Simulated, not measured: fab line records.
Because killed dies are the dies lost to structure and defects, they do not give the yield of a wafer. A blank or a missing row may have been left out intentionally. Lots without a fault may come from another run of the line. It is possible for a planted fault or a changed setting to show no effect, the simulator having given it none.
What tool caused it? || flow n5_finfet || Sampling: 9 lots, 27 wafers, 5 of 1938 route steps

== WHAT THE GAUGES READ, wafer by wafer ==
N5_BEOL_M4_RC_MEAS_101. Usual: DIBL_N 36.5 mV/V, standard deviation 1.4; DIBL_P 36.6 mV/V, standard deviation 1.9; IOFF_N 0.167 nA/um, standard deviation 0.029; IOFF_P 0.21 nA/um, standard deviation 0.033; ION_N 674 uA/um, standard deviation 12; ION_P 460 uA/um, standard deviation 8.9; SS_N 71.6 mV/dec, standard deviation 0.57; SS_P 73.4 mV/dec, standard deviation 0.61; VT_N 249 mV, standard deviation 3.3; VT_P -250 mV, standard deviation 3.3.
{"lot": "L806", "measured": "day 8 10:10", "on": "prober-01", "DIBL_N (mV/V)": "33.5 36.6 33.2", "DIBL_P (mV/V)": "31.3 35.8 31.9", "IOFF_N (nA/um)": "0.126 0.180 0.119", "IOFF_P (nA/um)": "0.18 0.25 0.18", "ION_N (uA/um)": "677 694 671", "ION_P (uA/um)": "470 480 460", "SS_N (mV/dec)": "70.3 71.8 70.9", "SS_P (mV/dec)": "72.9 73.1 72.5", "VT_N (mV)": "250 245 252", "VT_P (mV)": "-249 -247 -250", "flag": ""}
{"lot": "L809", "measured": "day 8 13:14", "on": "prober-02", "DIBL_N (mV/V)": "36.0 34.5 36.4", "DIBL_P (mV/V)": "37.2 34.3 36.9", "IOFF_N (nA/um)": "0.162 0.130 0.145", "IOFF_P (nA/um)": "0.23 0.19 0.22", "ION_N (uA/um)": "693 667 659", "ION_P (uA/um)": "478 460 457", "SS_N (mV/dec)": "71.3 71.4 72.1", "SS_P (mV/dec)": "72.9 72.8 73.6", "VT_N (mV)": "252 253 252", "VT_P (mV)": "-252 -250 -250", "flag": ""}
{"lot": "L816", "measured": "day 10 10:15", "on": "prober-02", "DIBL_N (mV/V)": "37.5 35.7 35.2", "DIBL_P (mV/V)": "40.1 38.1 36.2", "IOFF_N (nA/um)": "0.170 0.151 0.130", "IOFF_P (nA/um)": "0.22 0.20 0.16", "ION_N (uA/um)": "682 666 657", "ION_P (uA/um)": "463 461 447", "SS_N (mV/dec)": "71.9 72.4 71.7", "SS_P (mV/dec)": "73.5 73.6 73.6", "VT_N (mV)": "251 250 251", "VT_P (mV)": "-251 -252 -257", "flag": ""}
{"lot": "L819", "measured": "day 11 21:37", "on": "prober-02", "DIBL_N (mV/V)": "36.3 36.7 35.4", "DIBL_P (mV/V)": "35.4 35.9 33.3", "IOFF_N (nA/um)": "0.172 0.179 0.136", "IOFF_P (nA/um)": "0.21 0.22 0.17", "ION_N (uA/um)": "667 674 656", "ION_P (uA/um)": "456 460 450", "SS_N (mV/dec)": "71.7 71.3 71.5", "SS_P (mV/dec)": "74.1 74.2 72.9", "VT_N (mV)": "248 249 255", "VT_P (mV)": "-250 -250 -254", "flag": ""}
{"lot": "L821", "measured": "day 12 01:44", "on": "prober-01", "DIBL_N (mV/V)": "37.8 36.9 35.8", "DIBL_P (mV/V)": "38.8 37.7 36.3", "IOFF_N (nA/um)": "0.196 0.180 0.148", "IOFF_P (nA/um)": "0.22 0.21 0.19", "ION_N (uA/um)": "677 685 670", "ION_P (uA/um)": "460 464 461", "SS_N (mV/dec)": "71.7 71.3 71.3", "SS_P (mV/dec)": "73.6 73.5 73.9", "VT_N (mV)": "245 247 249", "VT_P (mV)": "-248 -250 -252", "flag": ""}
{"lot": "L822", "measured": "day 12 04:33", "on": "prober-01", "DIBL_N (mV/V)": "36.4 40.3 36.8", "DIBL_P (mV/V)": "35.7 39.6 35.8", "IOFF_N (nA/um)": "0.127 0.217 0.137", "IOFF_P (nA/um)": "0.16 0.22 0.16", "ION_N (uA/um)": "656 674 656", "ION_P (uA/um)": "444 453 449", "SS_N (mV/dec)": "71.0 72.3 71.5", "SS_P (mV/dec)": "72.9 74.0 73.3", "VT_N (mV)": "255 245 252", "VT_P (mV)": "-257 -252 -258", "flag": ""}
{"lot": "L823", "measured": "day 12 05:22", "on": "prober-02", "DIBL_N (mV/V)": "35.6 36.2 37.4", "DIBL_P (mV/V)": "35.7 36.2 37.4", "IOFF_N (nA/um)": "0.135 0.152 0.164", "IOFF_P (nA/um)": "0.16 0.17 0.20", "ION_N (uA/um)": "662 664 674", "ION_P (uA/um)": "445 446 454", "SS_N (mV/dec)": "71.4 70.7 72.3", "SS_P (mV/dec)": "72.4 73.0 72.9", "VT_N (mV)": "255 249 251", "VT_P (mV)": "-255 -255 -255", "flag": ""}
{"lot": "L825", "measured": "day 12 22:46", "on": "prober-02", "DIBL_N (mV/V)": "35.4 36.2 35.8", "DIBL_P (mV/V)": "35.2 34.6 35.9", "IOFF_N (nA/um)": "0.142 0.146 0.151", "IOFF_P (nA/um)": "0.17 0.16 0.18", "ION_N (uA/um)": "675 669 684", "ION_P (uA/um)": "463 446 466", "SS_N (mV/dec)": "71.0 71.2 71.3", "SS_P (mV/dec)": "72.1 73.0 73.0", "VT_N (mV)": "249 252 252", "VT_P (mV)": "-251 -256 -254", "flag": ""}
{"lot": "L828", "measured": "day 13 16:08", "on": "prober-01", "DIBL_N (mV/V)": "36.3 38.2 37.6", "DIBL_P (mV/V)": "35.9 37.1 37.4", "IOFF_N (nA/um)": "0.147 0.161 0.169", "IOFF_P (nA/um)": "0.21 0.23 0.24", "ION_N (uA/um)": "659 665 668", "ION_P (uA/um)": "459 457 464", "SS_N (mV/dec)": "71.3 71.4 72.0", "SS_P (mV/dec)": "72.9 73.6 73.7", "VT_N (mV)": "253 250 246", "VT_P (mV)": "-249 -250 -249", "flag": ""}

== WHAT TOOL EACH LOT RAN ON (gives the tool, then ch and the chambers of the sampled wafers, and finally the start) ==
{"lot": "L806", "N5_HKMG_FIN_ETCH_86": "rie_diel-06 ch 0,1,2, day 4 04:21", "N5_HKMG_FIN_STRIP_90": "rie_diel-02 ch 0,1, day 4 05:29", "N5_HKMG_FIN_STRIP_69": "plasma_asher-02 ch 0,1, day 4 05:47", "N5_HKMG_FIN_ALD_72": "cvd_w-01 ch 0,1, day 4 06:31"}
{"lot": "L809", "N5_HKMG_FIN_ETCH_86": "rie_diel-02 ch 0,1,3, day 4 22:22", "N5_HKMG_FIN_STRIP_90": "rie_diel-06 ch 0,1,3, day 4 23:30", "N5_HKMG_FIN_STRIP_69": "plasma_asher-01 ch 0,1, day 4 23:48", "N5_HKMG_FIN_ALD_72": "cvd_w-01 ch 0,1, day 5 00:32"}
{"lot": "L816", "N5_HKMG_FIN_ETCH_86": "rie_diel-06 ch 0,2,3, day 6 20:02", "N5_HKMG_FIN_STRIP_90": "rie_diel-05 ch 0,2,3, day 6 21:33", "N5_HKMG_FIN_STRIP_69": "plasma_asher-01 ch 0,1, day 6 21:51", "N5_HKMG_FIN_ALD_72": "cvd_w-02 ch 0,1, day 6 22:36"}
{"lot": "L819", "N5_HKMG_FIN_ETCH_86": "rie_diel-06 ch 0,1,3, day 8 07:19", "N5_HKMG_FIN_STRIP_90": "rie_diel-05 ch 0,2,3, day 8 08:26", "N5_HKMG_FIN_STRIP_69": "plasma_asher-02 ch 0,1, day 8 08:55", "N5_HKMG_FIN_ALD_72": "cvd_w-01 ch 0,1, day 8 09:40"}
{"lot": "L821", "N5_HKMG_FIN_ETCH_86": "rie_diel-02 ch 0,1, day 8 09:21", "N5_HKMG_FIN_STRIP_90": "rie_diel-02 ch 0,1,3, day 8 10:34", "N5_HKMG_FIN_STRIP_69": "plasma_asher-02 ch 0,1, day 8 10:52", "N5_HKMG_FIN_ALD_72": "cvd_w-01 ch 0,1, day 8 11:37"}
{"lot": "L822", "N5_HKMG_FIN_ETCH_86": "rie_diel-05 ch 2,3, day 8 14:05", "N5_HKMG_FIN_STRIP_90": "rie_diel-05 ch 0,2, day 8 15:14", "N5_HKMG_FIN_STRIP_69": "plasma_asher-02 ch 0, day 8 15:31", "N5_HKMG_FIN_ALD_72": "cvd_w-02 ch 0,1, day 8 16:16"}
{"lot": "L823", "N5_HKMG_FIN_ETCH_86": "rie_diel-05 ch 0,1,3, day 8 14:28", "N5_HKMG_FIN_STRIP_90": "rie_diel-06 ch 0,1,3, day 8 15:36", "N5_HKMG_FIN_STRIP_69": "plasma_asher-01 ch 0,1, day 8 15:54", "N5_HKMG_FIN_ALD_72": "cvd_w-01 ch 0,1, day 8 16:38"}
{"lot": "L825", "N5_HKMG_FIN_ETCH_86": "rie_diel-06 ch 1,3, day 9 01:31", "N5_HKMG_FIN_STRIP_90": "rie_diel-02 ch 1,2, day 9 02:39", "N5_HKMG_FIN_STRIP_69": "plasma_asher-01 ch 0,1, day 9 02:57", "N5_HKMG_FIN_ALD_72": "cvd_w-02 ch 0,1, day 9 03:42"}
{"lot": "L828", "N5_HKMG_FIN_ETCH_86": "rie_diel-05 ch 0,1,2, day 9 20:58", "N5_HKMG_FIN_STRIP_90": "rie_diel-05 ch 0,1,2, day 9 22:08", "N5_HKMG_FIN_STRIP_69": "plasma_asher-02 ch 0,1, day 9 22:41", "N5_HKMG_FIN_ALD_72": "cvd_w-01 ch 0,1, day 9 23:20"}
- N5_HKMG_FIN_ETCH_86: etches SOC in N2/H2, stops on TiN, target depth 393.2 nm.
- N5_HKMG_FIN_STRIP_90: strips SOC in N2/H2, time 20 s.
- N5_HKMG_FIN_STRIP_69: strips in N2/H2, time 360 s.
- N5_HKMG_FIN_ALD_72: deposits W, target thk 2 nm, pulse time 1 s, purge time 2 s.

== AS READ BY THE TOOLS THEMSELVES (means over the sampled wafers that have a number; for cases with no such wafer, the mark the record gives instead) ==
N5_HKMG_FIN_ETCH_86. Usual: drypump_motor_current_A 5.7 A, standard deviation 0.6; oes_product_au 0.78 a.u., standard deviation 0.091; rf_vpp_V 241.1 V, standard deviation 1.5; showerhead_plenum_p_Torr 2.57 Torr, standard deviation 0.096; throttle_valve_pct 17.7 %, standard deviation 0.32.
{"lot": "L806", "tool": "rie_diel-06", "drypump_motor_current_A (A)": 5.5, "oes_product_au (a.u.)": 0.78, "rf_vpp_V (V)": 240.3, "showerhead_plenum_p_Torr (Torr)": 2.54, "throttle_valve_pct (%)": 17.8, "flag": ""}
{"lot": "L809", "tool": "rie_diel-02", "drypump_motor_current_A (A)": 5.8, "oes_product_au (a.u.)": 0.81, "rf_vpp_V (V)": 241.3, "showerhead_plenum_p_Torr (Torr)": 2.56, "throttle_valve_pct (%)": 17.6, "flag": ""}
{"lot": "L816", "tool": "rie_diel-06", "drypump_motor_current_A (A)": 6.0, "oes_product_au (a.u.)": 0.77, "rf_vpp_V (V)": 242.6, "showerhead_plenum_p_Torr (Torr)": 2.57, "throttle_valve_pct (%)": 17.9, "flag": ""}
{"lot": "L819", "tool": "rie_diel-06", "drypump_motor_current_A (A)": 5.6, "oes_product_au (a.u.)": 0.75, "rf_vpp_V (V)": 241.8, "showerhead_plenum_p_Torr (Torr)": 2.60, "throttle_valve_pct (%)": 17.7, "flag": ""}
{"lot": "L821", "tool": "rie_diel-02", "drypump_motor_current_A (A)": 5.8, "oes_product_au (a.u.)": 0.79, "rf_vpp_V (V)": 240.3, "showerhead_plenum_p_Torr (Torr)": 2.52, "throttle_valve_pct (%)": 17.5, "flag": ""}
{"lot": "L822", "tool": "rie_diel-05", "drypump_motor_current_A (A)": 5.5, "oes_product_au (a.u.)": 0.75, "rf_vpp_V (V)": 240.1, "showerhead_plenum_p_Torr (Torr)": 2.54, "throttle_valve_pct (%)": 17.8, "flag": ""}
{"lot": "L823", "tool": "rie_diel-05", "drypump_motor_current_A (A)": 5.2, "oes_product_au (a.u.)": 0.80, "rf_vpp_V (V)": 240.5, "showerhead_plenum_p_Torr (Torr)": 2.49, "throttle_valve_pct (%)": 17.5, "flag": ""}
{"lot": "L825", "tool": "rie_diel-06", "drypump_motor_current_A (A)": 6.1, "oes_product_au (a.u.)": 0.68, "rf_vpp_V (V)": 241.5, "showerhead_plenum_p_Torr (Torr)": 2.57, "throttle_valve_pct (%)": 17.9, "flag": ""}
{"lot": "L828", "tool": "rie_diel-05", "drypump_motor_current_A (A)": 5.3, "oes_product_au (a.u.)": 0.81, "rf_vpp_V (V)": 240.0, "showerhead_plenum_p_Torr (Torr)": 2.49, "throttle_valve_pct (%)": 17.5, "flag": ""}

N5_HKMG_FIN_STRIP_90. Usual: drypump_motor_current_A 5.6 A, standard deviation 0.53; oes_product_au 0.79 a.u., standard deviation 0.089; rf_vpp_V 54.2 V, standard deviation 0.87; showerhead_plenum_p_Torr 3.37 Torr, standard deviation 0.11; throttle_valve_pct 18.8 %, standard deviation 0.37.
{"lot": "L806", "tool": "rie_diel-02", "drypump_motor_current_A (A)": 5.9, "oes_product_au (a.u.)": 0.79, "rf_vpp_V (V)": 54.6, "showerhead_plenum_p_Torr (Torr)": 3.41, "throttle_valve_pct (%)": 18.9, "flag": ""}
{"lot": "L809", "tool": "rie_diel-06", "drypump_motor_current_A (A)": 5.6, "oes_product_au (a.u.)": 0.79, "rf_vpp_V (V)": 54.5, "showerhead_plenum_p_Torr (Torr)": 3.45, "throttle_valve_pct (%)": 18.7, "flag": ""}
{"lot": "L816", "tool": "rie_diel-05", "drypump_motor_current_A (A)": 5.4, "oes_product_au (a.u.)": 0.76, "rf_vpp_V (V)": 53.8, "showerhead_plenum_p_Torr (Torr)": 3.33, "throttle_valve_pct (%)": 19.0, "flag": ""}
{"lot": "L819", "tool": "rie_diel-05", "drypump_motor_current_A (A)": 5.4, "oes_product_au (a.u.)": 0.75, "rf_vpp_V (V)": 53.9, "showerhead_plenum_p_Torr (Torr)": 3.32, "throttle_valve_pct (%)": 19.0, "flag": ""}
{"lot": "L821", "tool": "rie_diel-02", "drypump_motor_current_A (A)": 5.8, "oes_product_au (a.u.)": 0.79, "rf_vpp_V (V)": 54.2, "showerhead_plenum_p_Torr (Torr)": 3.37, "throttle_valve_pct (%)": 18.9, "flag": ""}
{"lot": "L822", "tool": "rie_diel-05", "drypump_motor_current_A (A)": 5.6, "oes_product_au (a.u.)": 0.78, "rf_vpp_V (V)": 53.6, "showerhead_plenum_p_Torr (Torr)": 3.34, "throttle_valve_pct (%)": 18.9, "flag": ""}
{"lot": "L823", "tool": "rie_diel-06", "drypump_motor_current_A (A)": 5.6, "oes_product_au (a.u.)": 0.75, "rf_vpp_V (V)": 55.0, "showerhead_plenum_p_Torr (Torr)": 3.43, "throttle_valve_pct (%)": 18.8, "flag": ""}
{"lot": "L825", "tool": "rie_diel-02", "drypump_motor_current_A (A)": 5.8, "oes_product_au (a.u.)": 0.76, "rf_vpp_V (V)": 55.1, "showerhead_plenum_p_Torr (Torr)": 3.49, "throttle_valve_pct (%)": 19.0, "flag": ""}
{"lot": "L828", "tool": "rie_diel-05", "drypump_motor_current_A (A)": 5.3, "oes_product_au (a.u.)": 0.81, "rf_vpp_V (V)": 54.0, "showerhead_plenum_p_Torr (Torr)": 3.30, "throttle_valve_pct (%)": 18.7, "flag": ""}

N5_HKMG_FIN_STRIP_69. Usual: drypump_motor_current_A 5.34 A, standard deviation 0.22; heater_power_w 429 W, standard deviation 32.
{"lot": "L806", "tool": "plasma_asher-02", "drypump_motor_current_A (A)": 5.11, "heater_power_w (W)": 433, "flag": ""}
{"lot": "L809", "tool": "plasma_asher-01", "drypump_motor_current_A (A)": 5.53, "heater_power_w (W)": 415, "flag": ""}
{"lot": "L816", "tool": "plasma_asher-01", "drypump_motor_current_A (A)": 5.54, "heater_power_w (W)": 416, "flag": ""}
{"lot": "L819", "tool": "plasma_asher-02", "drypump_motor_current_A (A)": 5.12, "heater_power_w (W)": 433, "flag": ""}
{"lot": "L821", "tool": "plasma_asher-02", "drypump_motor_current_A (A)": 5.25, "heater_power_w (W)": 421, "flag": ""}
{"lot": "L822", "tool": "plasma_asher-02", "drypump_motor_current_A (A)": 5.00, "heater_power_w (W)": 449, "flag": ""}
{"lot": "L823", "tool": "plasma_asher-01", "drypump_motor_current_A (A)": 5.45, "heater_power_w (W)": 447, "flag": ""}
{"lot": "L825", "tool": "plasma_asher-01", "drypump_motor_current_A (A)": 5.54, "heater_power_w (W)": 417, "flag": ""}
{"lot": "L828", "tool": "plasma_asher-02", "drypump_motor_current_A (A)": 5.13, "heater_power_w (W)": 429, "flag": ""}

N5_HKMG_FIN_ALD_72. Usual: heater_power_w 464 W, standard deviation 68; precursor_pulse_height_rel 0.999, standard deviation 0.019; susceptor_temp_C 300.03 C, standard deviation 0.18.
{"lot": "L806", "tool": "cvd_w-01", "heater_power_w (W)": 496, "precursor_pulse_height_rel": 1.010, "susceptor_temp_C (C)": 300.04, "flag": ""}
{"lot": "L809", "tool": "cvd_w-01", "heater_power_w (W)": 491, "precursor_pulse_height_rel": 0.992, "susceptor_temp_C (C)": 300.09, "flag": ""}
{"lot": "L816", "tool": "cvd_w-02", "heater_power_w (W)": 396, "precursor_pulse_height_rel": 0.996, "susceptor_temp_C (C)": 299.85, "flag": ""}
{"lot": "L819", "tool": "cvd_w-01", "heater_power_w (W)": 518, "precursor_pulse_height_rel": 1.013, "susceptor_temp_C (C)": 300.16, "flag": ""}
{"lot": "L821", "tool": "cvd_w-01", "heater_power_w (W)": 524, "precursor_pulse_height_rel": 0.994, "susceptor_temp_C (C)": 299.93, "flag": ""}
{"lot": "L822", "tool": "cvd_w-02", "heater_power_w (W)": 440, "precursor_pulse_height_rel": 1.007, "susceptor_temp_C (C)": 300.16, "flag": ""}
{"lot": "L823", "tool": "cvd_w-01", "heater_power_w (W)": 520, "precursor_pulse_height_rel": 1.011, "susceptor_temp_C (C)": 300.00, "flag": ""}
{"lot": "L825", "tool": "cvd_w-02", "heater_power_w (W)": 405, "precursor_pulse_height_rel": 0.987, "susceptor_temp_C (C)": 299.88, "flag": ""}
{"lot": "L828", "tool": "cvd_w-01", "heater_power_w (W)": 501, "precursor_pulse_height_rel": 0.995, "susceptor_temp_C (C)": 299.75, "flag": ""}

== THE ANSWER, worked out from the rows above alone ==
Rule: lot off if the mean of its wafers having a number is beyond 3 standard deviations from the usual mean. A lot without any number at a reading at which 4 lots or more have one is off too. Any other lot the step has rows for is counted as sound. After the gauges, taken in route order, come the tools' own readings; for these a lot's mean is taken, as printed above. At the first step where some lot is off, the reading lying furthest off is the one used; lots without a number count as furthest.
Across all readings shown, no lot is off: no conclusion can be drawn from this.

== WHAT HAD BEEN PUT IN BY THE SIMULATOR ==
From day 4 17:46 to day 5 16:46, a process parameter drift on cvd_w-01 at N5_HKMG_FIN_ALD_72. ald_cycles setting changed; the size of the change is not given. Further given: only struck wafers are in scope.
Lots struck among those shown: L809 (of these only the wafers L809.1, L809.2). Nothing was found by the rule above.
